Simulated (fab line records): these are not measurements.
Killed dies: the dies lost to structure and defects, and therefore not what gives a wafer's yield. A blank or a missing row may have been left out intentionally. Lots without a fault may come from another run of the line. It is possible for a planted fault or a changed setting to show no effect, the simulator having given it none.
fab line records | flow n5-finfet
record lots=10 | wafers=30 | last-day=15
route steps=1938 shown BEOL_M0@736 BEOL_M4@1111 PASSIVATION@1936
lots with no fault: from the same line, run without faults
start-h: hours from the record's first day to the start of the lot's first wafer shown | wait-h: hours elapsed since this lot's preceding step | " unchanged from the row above | L1.1+2: one row covering several wafers at once | - no value, or no start given | * or withheld: withheld | < > ~ a bound
route shown NAME@n: NAME is a module with steps in the file, n the number in the route of the first one | usual: the fault-free wafers' mean and standard deviation | same: alike in all rows | chamber/n: place in a boat | sites: readings site by site | _std_site: the standard deviation of these | _edge_site: outer sites' mean less inner sites' | radius-mm: how far each site lies from the wafer's centre | mask NAME#n: copy n | behind: the last tool/chamber to shape the wafer | hold: why the lot was held/for how many hours/how that ended | device: names the non-switching transistor (n, p or np) | end of line: tests run on the same wafers once the route is complete | a step with no rows: only its recipe | killed: not the wafer's yield, but the dies lost to structure and defects at the first sort | map: the dies of a wafer, with x for killed, . for not killed, _ for no die there
set.NAME: the setting the step ran with; set.NAME@STEP: the setting that earlier step ran with | model.NAME: the simulator's own value behind a step, which no gauge read
the route's steps for a sample of lots (tables are steps, rows are wafers)
services: a tool's chamber out of use, with start hour (start-h, from the record's first day; less than 0 if before it), hours out, and reason
## steps
# step N5_BEOL_M0_SPUTTER_132
# recipe material=Cu | target-thk-a=40 | temp-c=-20 | chamber-pressure-pa=0.07 | power-w=withheld | time-s=7.37
# usual chamber-pressure-pa=0.07/0.00014 | chuck-gas-flow-sccm=1.26/0.05 | substrate-temp-c=-20.00/0.11 | throttle-valve-pct=29.6/1.1
lot.wafer | tool           | chamber | start-h | wait-h | chamber-pressure-pa | chuck-gas-flow-sccm | substrate-temp-c | throttle-valve-pct
L959.2    | pvd-sputter-03 | -       | 120.14  | 0.0    | 0.06988             | 1.30                | -20.11           | 28.4
L959.3    | "              | -       | "       | "      | 0.06991             | 1.23                | -20.05           | 30.9
L959.4    | "              | -       | "       | "      | 0.07                | 1.26                | -19.97           | 28.7
L960.3    | pvd-sputter-02 | -       | 131.71  | 0.0    | 0.07013             | 1.24                | -20.04           | 30.3
L960.4    | "              | -       | "       | "      | 0.07001             | 1.27                | -19.88           | 31.0
L960.5    | "              | -       | "       | "      | 0.0699              | 1.28                | -20.06           | 30.0
L962.1    | pvd-sputter-02 | -       | 136.77  | 0.0    | 0.06999             | 1.29                | -19.97           | 30.3
L962.4    | "              | -       | "       | "      | 0.06982             | 1.27                | -20.18           | 30.4
L962.6    | "              | -       | "       | "      | 0.06995             | 1.24                | -20.04           | 29.4
L963.3    | pvd-sputter-02 | -       | 139.13  | 0.0    | 0.07015             | 1.28                | -19.80           | 30.2
L963.5    | "              | -       | "       | "      | 0.06991             | 1.16                | -20.14           | 29.4
L963.6    | "              | -       | "       | "      | 0.07006             | 1.30                | -20.09           | 30.3
L970.1    | pvd-sputter-02 | -       | 186.93  | 0.0    | 0.07003             | 1.29                | -19.80           | 30.4
L970.3    | "              | -       | "       | "      | 0.07018             | 1.33                | -20.04           | 30.2
L970.5    | "              | -       | "       | "      | 0.06997             | 1.31                | -19.98           | 31.4
L971.1    | pvd-sputter-01 | -       | 198.44  | 0.0    | 0.07                | 1.27                | -20.00           | 27.8
L971.2    | "              | -       | "       | "      | 0.06993             | 1.29                | -19.94           | 30.7
L971.3    | "              | -       | "       | "      | 0.07006             | 1.23                | -19.90           | 27.9
L972.1    | pvd-sputter-03 | -       | 204.74  | 0.0    | 0.07027             | 1.23                | -20.08           | 28.8
L972.3    | "              | -       | "       | "      | 0.06999             | 1.23                | -20.01           | 28.7
L972.4    | "              | -       | "       | "      | 0.07014             | 1.31                | -20.03           | 31.2
L973.1    | pvd-sputter-02 | -       | 209.45  | 0.0    | 0.06964             | 1.16                | -19.95           | 31.3
L973.4    | "              | -       | "       | "      | 0.07002             | 1.38                | -20.05           | 30.4
L973.5    | "              | -       | "       | "      | 0.07007             | 1.24                | -20.10           | 30.1
L976.2    | pvd-sputter-02 | -       | 224.75  | 0.0    | 0.07021             | 1.25                | -19.94           | 31.5
L976.3    | "              | -       | "       | "      | 0.07013             | 1.25                | -20.02           | 29.4
L976.6    | "              | -       | "       | "      | 0.07003             | 1.24                | -20.01           | 30.4
L978.1    | pvd-sputter-01 | -       | 233.92  | 0.0    | 0.07011             | 1.26                | -20.05           | 30.4
L978.2    | "              | -       | "       | "      | 0.07003             | 1.20                | -19.79           | 28.8
L978.4    | "              | -       | "       | "      | 0.0702              | 1.35                | -19.72           | 27.9
# step N5_BEOL_M0_SPUTTER_141
# recipe material=Cu | target-thk-a=40 | temp-c=-20 | chamber-pressure-pa=0.07 | power-w=withheld | time-s=7.37
# usual chamber-pressure-pa=0.07002/0.00015 | chuck-gas-flow-sccm=1.26/0.05 | substrate-temp-c=-20.01/0.11 | throttle-valve-pct=29.6/1.1
lot.wafer | tool           | chamber | start-h | wait-h | chamber-pressure-pa | chuck-gas-flow-sccm | substrate-temp-c | throttle-valve-pct
L959.2    | pvd-sputter-03 | -       | 120.38  | 0.0    | 0.07011             | 1.17                | -20.16           | 28.8
L959.3    | "              | -       | "       | "      | 0.07026             | 1.23                | -19.96           | 30.6
L959.4    | "              | -       | "       | "      | 0.06988             | 1.26                | -20.03           | 28.8
L960.3    | pvd-sputter-02 | -       | 131.95  | 0.0    | 0.07001             | 1.31                | -19.91           | 30.1
L960.4    | "              | -       | "       | "      | 0.07                | 1.21                | -19.81           | 31.1
L960.5    | "              | -       | "       | "      | 0.07                | 1.24                | -20.21           | 30.2
L962.1    | pvd-sputter-02 | -       | 137.01  | 0.0    | 0.07009             | 1.27                | -20.07           | 30.2
L962.4    | "              | -       | "       | "      | 0.06993             | 1.22                | -20.04           | 29.9
L962.6    | "              | -       | "       | "      | 0.06979             | 1.15                | -20.09           | 29.4
L963.3    | pvd-sputter-02 | -       | 139.37  | 0.0    | 0.07016             | 1.33                | -20.02           | 30.3
L963.5    | "              | -       | "       | "      | 0.06994             | 1.28                | -20.05           | 29.0
L963.6    | "              | -       | "       | "      | 0.07001             | 1.31                | -19.86           | 30.4
L970.1    | pvd-sputter-02 | -       | 187.17  | 0.0    | 0.07018             | 1.33                | -19.90           | 30.2
L970.3    | "              | -       | "       | "      | 0.06981             | 1.29                | -19.79           | 30.3
L970.5    | "              | -       | "       | "      | 0.07022             | 1.25                | -19.97           | 31.3
L971.1    | pvd-sputter-01 | -       | 198.68  | 0.0    | 0.07005             | 1.25                | -19.78           | 27.6
L971.2    | "              | -       | "       | "      | 0.07037             | 1.24                | -19.76           | 30.8
L971.3    | "              | -       | "       | "      | 0.07027             | 1.23                | -19.97           | 27.8
L972.1    | pvd-sputter-03 | -       | 204.98  | 0.0    | 0.07004             | 1.20                | -20.19           | 28.7
L972.3    | "              | -       | "       | "      | 0.07012             | 1.25                | -20.03           | 28.6
L972.4    | "              | -       | "       | "      | 0.06995             | 1.17                | -20.09           | 30.9
L973.1    | pvd-sputter-02 | -       | 209.69  | 0.0    | 0.07011             | 1.30                | -20.15           | 31.2
L973.4    | "              | -       | "       | "      | 0.06998             | 1.31                | -19.98           | 30.6
L973.5    | "              | -       | "       | "      | 0.06997             | 1.32                | -20.29           | 30.4
L976.2    | pvd-sputter-02 | -       | 224.99  | 0.0    | -                   | -                   | -                | -
L976.3    | "              | -       | "       | "      | -                   | -                   | -                | -
L976.6    | "              | -       | "       | "      | -                   | -                   | -                | -
L978.1    | pvd-sputter-01 | -       | 234.16  | 0.0    | -                   | -                   | -                | -
L978.2    | "              | -       | "       | "      | -                   | -                   | -                | -
L978.4    | "              | -       | "       | "      | -                   | -                   | -                | -
# step N5_BEOL_M0_CO_CAP_123
# recipe material=Co | target-thk-a=20 | temp-c=200 | precursor=CCTBA/H2 | pressure-torr=30 | time-s=102.1
# usual heater-power-w=234/17
lot.wafer | tool      | chamber | start-h | wait-h | heater-power-w
L959.2    | cvd-co-02 | 2       | 121.27  | 0.0    | 249
L959.3    | "         | 0       | "       | "      | 231
L959.4    | "         | 2       | "       | "      | 252
L960.3    | cvd-co-02 | 0       | 133.55  | 0.1    | 239
L960.4    | "         | 2       | "       | "      | 248
L960.5    | "         | 2       | "       | "      | 256
L962.1    | cvd-co-01 | 0       | 138.44  | 0.0    | 211
L962.4    | "         | 0       | "       | "      | 217
L962.6    | "         | 2       | "       | "      | 216
L963.3    | cvd-co-02 | 1       | 141.30  | 0.0    | 218
L963.5    | "         | 0       | "       | "      | 232
L963.6    | "         | 2       | "       | "      | 253
L970.1    | cvd-co-02 | 0       | 191.95  | 0.0    | 241
L970.3    | "         | 1       | "       | "      | 216
L970.5    | "         | 0       | "       | "      | 233
L971.1    | cvd-co-02 | 2       | 202.47  | 0.0    | 248
L971.2    | "         | 0       | "       | "      | 238
L971.3    | "         | 1       | "       | "      | 215
L972.1    | cvd-co-01 | 2       | 210.48  | 0.0    | 220
L972.3    | "         | 0       | "       | "      | 213
L972.4    | "         | 2       | "       | "      | 215
L973.1    | cvd-co-01 | 0       | 213.09  | 0.0    | 217
L973.4    | "         | 2       | "       | "      | 219
L973.5    | "         | 0       | "       | "      | 218
L976.2    | cvd-co-01 | 1       | 225.87  | 0.0    | 257
L976.3    | "         | 0       | "       | "      | 215
L976.6    | "         | 1       | "       | "      | 256
L978.1    | cvd-co-02 | 2       | 235.03  | 0.0    | 252
L978.2    | "         | 0       | "       | "      | 235
L978.4    | "         | 1       | "       | "      | 221
# step N5_BEOL_M0_RS_MEAS_126
# recipe thk-meas-gauge=four-point-probe | reads=Co_of_BEOL_M0_CO_CAP_123+Cu_of_BEOL_M0_ECD_118+Co_of_BEOL_M0_CVD_115+TaN_of_BEOL_M0_ALD_136
# usual M0_RS=0.537/0.018
lot.wafer | tool          | chamber | start-h | wait-h | M0_RS[ohm/sq]
L959.2    | film-metro-02 | -       | 121.50  | 0.1    | 0.548
L959.3    | "             | -       | "       | "      | 0.542
L959.4    | "             | -       | "       | "      | 0.538
L960.3    | film-metro-01 | -       | 133.73  | 0.1    | 0.552
L960.4    | "             | -       | "       | "      | 0.531
L960.5    | "             | -       | "       | "      | 0.551
L962.1    | film-metro-02 | -       | 138.62  | 0.0    | 0.555
L962.4    | "             | -       | "       | "      | 0.547
L962.6    | "             | -       | "       | "      | 0.574
L963.3    | film-metro-02 | -       | 141.51  | 0.1    | 0.542
L963.5    | "             | -       | "       | "      | 0.568
L963.6    | "             | -       | "       | "      | 0.542
L970.1    | film-metro-01 | -       | 192.13  | 0.0    | 0.547
L970.3    | "             | -       | "       | "      | 0.555
L970.5    | "             | -       | "       | "      | 0.516
L971.1    | film-metro-02 | -       | 202.65  | 0.0    | 0.533
L971.2    | "             | -       | "       | "      | 0.530
L971.3    | "             | -       | "       | "      | 0.550
L972.1    | film-metro-02 | -       | 210.69  | 0.1    | 0.534
L972.3    | "             | -       | "       | "      | 0.519
L972.4    | "             | -       | "       | "      | 0.533
L973.1    | film-metro-02 | -       | 213.27  | 0.0    | 0.522
L973.4    | "             | -       | "       | "      | 0.532
L973.5    | "             | -       | "       | "      | 0.506
L976.2    | film-metro-01 | -       | 226.05  | 0.1    | 0.545
L976.3    | "             | -       | "       | "      | 0.554
L976.6    | "             | -       | "       | "      | 0.536
L978.1    | film-metro-02 | -       | 235.25  | 0.1    | 0.526
L978.2    | "             | -       | "       | "      | 0.579
L978.4    | "             | -       | "       | "      | 0.515
# step N5_BEOL_M4_RC_MEAS_101
# usual DIBL_N=35.8/1.8 | DIBL_P=35.9/2.2 | IOFF_N=0.16/0.035 | IOFF_P=0.21/0.04 | ION_N=672/11 | ION_P=461/7.4 | SS_N=71.4/0.64 | SS_P=73.2/0.67 | VT_N=250/3.5 | VT_P=-251/3.4
lot.wafer | tool      | chamber | start-h | wait-h | DIBL_N[mV/V] | DIBL_P[mV/V] | IOFF_N[nA/um] | IOFF_P[nA/um] | ION_N[uA/um] | ION_P[uA/um] | SS_N[mV/dec] | SS_P[mV/dec] | VT_N[mV] | VT_P[mV]
L959.2    | prober-02 | 0       | 163.66  | 0.2    | 35.0         | 34.4         | 0.15          | 0.16          | 664          | 450          | 71.5         | 73.0         | 250      | -254
L959.3    | "         | 0       | "       | "      | 35.8         | 36.3         | 0.17          | 0.19          | 691          | 467          | 72.1         | 73.8         | 248      | -252
L959.4    | "         | 0       | "       | "      | 35.0         | 35.2         | 0.15          | 0.17          | 671          | 459          | 72.0         | 72.7         | 248      | -252
L960.3    | prober-01 | 0       | 183.41  | 0.3    | 34.9         | 36.2         | 0.17          | 0.23          | 675          | 468          | 71.4         | 74.0         | 247      | -246
L960.4    | "         | 0       | "       | "      | 32.9         | 34.3         | 0.14          | 0.20          | 669          | 463          | 71.4         | 72.7         | 250      | -250
L960.5    | "         | 0       | "       | "      | 34.9         | 36.9         | 0.17          | 0.25          | 677          | 476          | 71.0         | 72.8         | 245      | -246
L962.1    | prober-02 | 0       | 183.44  | 0.0    | 36.6         | 36.8         | 0.18          | 0.25          | 683          | 471          | 72.0         | 73.6         | 245      | -246
L962.4    | "         | 0       | "       | "      | 32.9         | 32.4         | 0.12          | 0.18          | 659          | 458          | 70.8         | 72.4         | 255      | -251
L962.6    | "         | 0       | "       | "      | 34.7         | 33.6         | 0.14          | 0.18          | 665          | 454          | 71.4         | 72.8         | 249      | -250
L963.3    | prober-02 | 0       | 188.64  | 0.3    | 37.6         | 39.3         | 0.21          | 0.27          | 679          | 467          | 72.1         | 73.9         | 247      | -246
L963.5    | "         | 0       | "       | "      | 34.5         | 35.6         | 0.15          | 0.21          | 670          | 459          | 71.0         | 72.9         | 250      | -247
L963.6    | "         | 0       | "       | "      | 35.5         | 37.1         | 0.17          | 0.24          | 676          | 473          | 71.4         | 73.0         | 251      | -248
L970.1    | prober-02 | 0       | 238.77  | 0.0    | 35.6         | 35.6         | 0.14          | 0.18          | 674          | 455          | 71.6         | 73.2         | 249      | -251
L970.3    | "         | 0       | "       | "      | 38.5         | 39.2         | 0.19          | 0.24          | 682          | 459          | 72.2         | 73.4         | 249      | -249
L970.5    | "         | 0       | "       | "      | 37.0         | 37.5         | 0.18          | 0.21          | 685          | 465          | 72.7         | 73.6         | 249      | -250
L971.1    | prober-02 | 0       | 251.04  | 0.0    | 39.1         | 39.8         | 0.23          | 0.27          | 690          | 472          | 72.2         | 73.6         | 244      | -248
L971.2    | "         | 0       | "       | "      | 34.3         | 33.5         | 0.12          | 0.17          | 665          | 457          | 70.7         | 73.1         | 254      | -252
L971.3    | "         | 0       | "       | "      | 34.8         | 35.5         | 0.14          | 0.20          | 667          | 463          | 70.3         | 72.8         | 252      | -248
L972.1    | prober-02 | 0       | 256.39  | 0.0    | 35.2         | 34.5         | 0.14          | 0.18          | 667          | 459          | 70.5         | 72.1         | 252      | -250
L972.3    | "         | 0       | "       | "      | 37.3         | 37.3         | 0.16          | 0.22          | 684          | 467          | 71.4         | 72.6         | 250      | -250
L972.4    | "         | 0       | "       | "      | 37.5         | 38.5         | 0.18          | 0.25          | 682          | 465          | 71.2         | 73.1         | 246      | -249
L973.1    | prober-02 | 0       | 259.85  | 0.0    | 34.3         | 34.6         | 0.13          | 0.21          | 658          | 462          | 71.3         | 73.0         | 253      | -249
L973.4    | "         | 0       | "       | "      | 37.1         | 38.2         | 0.19          | 0.28          | 664          | 464          | 71.2         | 73.7         | 247      | -246
L973.5    | "         | 0       | "       | "      | 35.0         | 35.8         | 0.15          | 0.23          | 669          | 470          | 70.5         | 72.3         | 249      | -246
L976.2    | prober-01 | 0       | 273.52  | 0.2    | 37.6         | 37.8         | 0.17          | 0.19          | 671          | 444          | 72.1         | 73.8         | 251      | -257
L976.3    | "         | 0       | "       | "      | 36.7         | 36.8         | 0.15          | 0.17          | 668          | 446          | 72.0         | 73.5         | 252      | -256
L976.6    | "         | 0       | "       | "      | 35.9         | 36.1         | 0.14          | 0.17          | 660          | 448          | 71.8         | 73.5         | 253      | -256
L978.1    | prober-01 | 0       | 284.90  | 0.0    | 37.0         | 36.5         | 0.16          | 0.22          | 673          | 455          | 71.6         | 73.1         | 251      | -249
L978.2    | "         | 0       | "       | "      | 37.4         | 37.5         | 0.17          | 0.26          | 670          | 462          | 71.8         | 74.1         | 248      | -245
L978.4    | "         | 0       | "       | "      | 36.3         | 36.1         | 0.17          | 0.22          | 671          | 463          | 71.5         | 73.4         | 250      | -247
# step N5_PASSIVATION_PROBE_49
# usual defect-limited-yield=91.0/1.5 | killed_at_M0_to_M3=34/9.1 | killed_at_M4_up=14/5.7 | killed-at-contacts=13/5.7 | killed-at-front-end=42/12 | killed-at-other=4/3.4 | killed-dies=106/17 | killed-open=70/13 | killed-short=34/7.5 | sort_bin_5_function=5.2/0.94 | sort_bin_6_memory=3.4/0.69 | sort_bin_8_speed=0.00/0.029 | sort-n-pass=1074/17 | sort-yield-pct=91.0/1.5
# same gross-dies=1180 | killed-at-back-side=0 | sort_bin_4_leakage[%]=0
lot.wafer | tool      | chamber | start-h | wait-h | defect-limited-yield[%] | killed_at_M0_to_M3 | killed_at_M4_up | killed-at-contacts | killed-at-front-end | killed-at-other | killed-dies | killed-open | killed-short | sort_bin_5_function[%] | sort_bin_6_memory[%] | sort_bin_8_speed[%] | sort-n-pass | sort-yield-pct[%]
L960.3    | prober-02 | -       | 289.66  | 0.1    | 90.3                    | 39                 | 6               | 9                  | 56                  | 4               | 114         | 81          | 33           | 6.6                    | 2.9                  | 0                   | 1066        | 90.3
L960.4    | prober-02 | -       | 289.71  | 0.2    | 91.3                    | 24                 | 18              | 12                 | 49                  | 0               | 103         | 62          | 35           | 5.7                    | 2.7                  | 0                   | 1077        | 91.3
L960.5    | prober-02 | -       | 289.76  | 0.2    | 93.3                    | 27                 | 7               | 12                 | 32                  | 1               | 79          | 51          | 27           | 3.9                    | 2.7                  | 0                   | 1101        | 93.3
L976.2    | prober-01 | -       | 368.43  | 0.1    | 90.7                    | 54                 | 12              | 16                 | 28                  | 0               | 110         | 54          | 27           | 5.9                    | 3.3                  | 0                   | 1070        | 90.7
L976.3    | prober-01 | -       | 368.48  | 0.1    | 87.8                    | 49                 | 16              | 19                 | 55                  | 5               | 144         | 80          | 44           | 6.9                    | 4.8                  | 0                   | 1036        | 87.8
L976.6    | prober-01 | -       | 368.63  | 0.3    | 88.6                    | 49                 | 12              | 10                 | 60                  | 4               | 135         | 73          | 39           | 6.4                    | 4.5                  | 0                   | 1045        | 88.6
# killed by level:class
L960.3 STI_FIN_REVEAL:geometric-particle:open=25 BEOL_M2:geometric-particle:open=14 MOL_CONTACT_COAG:geometric-particle:open=8 FIN_SAQP:geometric-particle:open=7 BEOL_M0_SAQP:geometric-particle:open=7 BEOL_M1:geometric-particle:open=6 BEOL_M0_SAQP:geometric-particle:short=6 STARTING-WAFER:geometric-particle:short=5
L960.4 FIN_SAQP:geometric-particle:short=12 BEOL_M4:geometric-particle:open=11 MOL_CONTACT_COAG:geometric-particle:open=10 STI_FIN_REVEAL:geometric-particle:open=9 BEOL_M1:geometric-particle:open=9 BEOL_M0_SAQP:geometric-particle:short=8 FIN_SAQP:geometric-particle:open=7 STI_FIN_REVEAL:geometric-particle:short=5
L960.5 STI_FIN_REVEAL:geometric-particle:open=10 MOL_CONTACT_COAG:geometric-particle:open=9 BEOL_M0_SAQP:geometric-particle:short=7 BEOL_M2:geometric-particle:open=7 FIN_SAQP:geometric-particle:short=5 DUMMY_GATE:geometric-particle:open=4 STI_FIN_REVEAL:geometric-particle:short=3 ILD0:geometric-particle:short=3
L976.2 BEOL_M0:interface-void-opened=26 MOL_CONTACT_COAG:geometric-particle:open=11 BEOL_M1:geometric-particle:open=8 GATE_CUT:geometric-particle:short=6 STI_FIN_REVEAL:geometric-particle:open=5 ILD0:geometric-particle:open=4 STARTING-WAFER:geometric-particle:open=4 MOL_CONTACT_COAG:geometric-particle:short=4
L976.3 BEOL_M0:interface-void-opened=20 MOL_CONTACT_COAG:geometric-particle:open=16 FIN_SAQP:geometric-particle:short=14 STI_FIN_REVEAL:geometric-particle:open=12 BEOL_M1:geometric-particle:open=11 BEOL_M3:geometric-particle:open=7 FIN_SAQP:geometric-particle:open=6 BEOL_M4:geometric-particle:open=6
L976.6 BEOL_M0:interface-void-opened=18 FIN_SAQP:geometric-particle:short=12 STI_FIN_REVEAL:geometric-particle:open=9 FIN_SAQP:geometric-particle:open=8 MOL_CONTACT_COAG:geometric-particle:open=8 BEOL_M3:geometric-particle:open=8 BEOL_M1:geometric-particle:open=7 DUMMY_GATE:geometric-particle:open=6
## services
tool      | chamber | start-h | hours | kind
cvd-co-02 | 1       | 114.69  | -     | clean
cvd-co-02 | 1       | 114.69  | 22.0  | scheduled-down
cvd-co-02 | 1       | 114.69  | 22.0  | vent-cycle
cvd-co-01 | -       | 215.00  | 1.1   | repair
## key
first-sign step=N5_BEOL_M0_SPUTTER_141 | reading=tool-record | direction=missing
effect none on later readings
met-at N5_BEOL_M0_SPUTTER_141
struck-lots L976,L978
rows-end L978.1,L978.2,L978.4
not-acting-at N5_BEOL_M0_SPUTTER_132,N5_BEOL_M0_CO_CAP_123,N5_BEOL_M0_RS_MEAS_126
onset-between 209.69 224.99
fault kind=skipped-step-whole | tool=pvd-sputter-01,pvd-sputter-02,pvd-sputter-03 | chamber=- | onset-h=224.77 | steps=N5_BEOL_M0_SPUTTER_141 | scope=struck-lots-only
# rows-end: these wafers met a further fault down the route, and their rows from its step on are left out
